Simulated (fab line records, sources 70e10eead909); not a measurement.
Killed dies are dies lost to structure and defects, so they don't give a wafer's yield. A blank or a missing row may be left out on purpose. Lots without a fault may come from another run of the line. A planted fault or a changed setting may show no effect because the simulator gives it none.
A struck lot beside a sound one | flow nand_harc | 13 steps out of a route of 1302
Sound: wafers L100.1, L100.5, L100.6. Struck: wafers L988.2, L988.5, L988.6. The cause comes at the end.
At each step with rows: each side's tool, then ch and its chambers, then its first start. Under that, the readings that differ: sound wafers | struck wafers | difference of the means | sigmas: that difference in standard deviations of wafers without a fault.
alike: readings whose means differ by less than 2 such deviations, and words and numbers that are the same on both sides. not compared: withheld readings, readings that some wafer has no value for, bounds like >300 that may hide the same value, and numbers for which the record gives no deviation and whose values overlap.
The two part at a step that has a row with sigmas, a row that says differs or no value, or rows on one side only. Numbers that don't overlap but have no deviation are shown without sigmas and don't part them. A reading that every wafer of one side lacks parts them only if that side has two wafers or more.

first, 1 step without rows for these wafers: NHARC_A_ONON_D1_DEP_19 (target thk 1000 nm).
NHARC_A_ONON_D1_THK_MEAS_21: measures by ellipsometry.
  sound on film_metro-01, day 14 18:59; struck on film_metro-02, day 9 11:19
  alike: thk_nm
then, 1 step without rows for these wafers: NHARC_A_ONON_D1_DEP_22 (target thk 1000 nm).
NHARC_A_ONON_D1_THK_MEAS_24: measures by ellipsometry.
  sound on film_metro-02, day 14 19:34; struck on film_metro-01, day 9 11:53
  alike: thk_nm
then, 1 step without rows for these wafers: NHARC_A_ONON_D1_DEP_25 (target thk 1000 nm).
NHARC_A_ONON_D1_THK_MEAS_27: measures by ellipsometry.
  sound on film_metro-02, day 14 20:08; struck on film_metro-01, day 9 12:26
  alike: thk_nm
then, 1 step without rows for these wafers: NHARC_A_ONON_D1_DEP_28 (target thk 1000 nm).
NHARC_A_ONON_D1_THK_MEAS_30: measures by ellipsometry.
  sound on film_metro-02, day 14 20:42; struck on film_metro-02, day 9 13:00
  alike: thk_nm
NHARC_A_ONON_D1_DEP_33: deposits SiO2, target thk 200 nm.
  sound on pecvd-04 ch 1,2, day 14 20:48; struck on pecvd-03 ch 0,1, day 9 13:09
  alike: heater_power_w, rf_fwd_power_W, throttle_valve_pct
NHARC_A_ONON_D1_THK_MEAS_34: measures by ellipsometry.
  sound on film_metro-01, day 14 21:12; struck on film_metro-02, day 9 13:28
  alike: thk_nm
NHARC_A_ONON_D1_INSPECT_32:
  sound on defect_inspect-02, day 14 21:16; struck on defect_inspect-02, day 9 13:32
  alike: raw_defect_count
NHARC_A_CHANNEL_HOLE_D1_DEP_00: deposits aC, target thk 3100 nm.
  sound on acl_dep-03 ch 0, day 14 21:37; struck on acl_dep-02 ch 0, day 10 01:46
  alike: throttle_valve_pct
NHARC_A_CHANNEL_HOLE_D1_DEP_01: deposits SiON, target thk 140 nm.
  sound on pecvd-02 ch 0,1,2, day 14 23:31; struck on pecvd-02 ch 0,2, day 10 03:22
  alike: heater_power_w, rf_fwd_power_W

WHERE THEY PART
Nowhere in this record.

WHY: what the simulator had put in
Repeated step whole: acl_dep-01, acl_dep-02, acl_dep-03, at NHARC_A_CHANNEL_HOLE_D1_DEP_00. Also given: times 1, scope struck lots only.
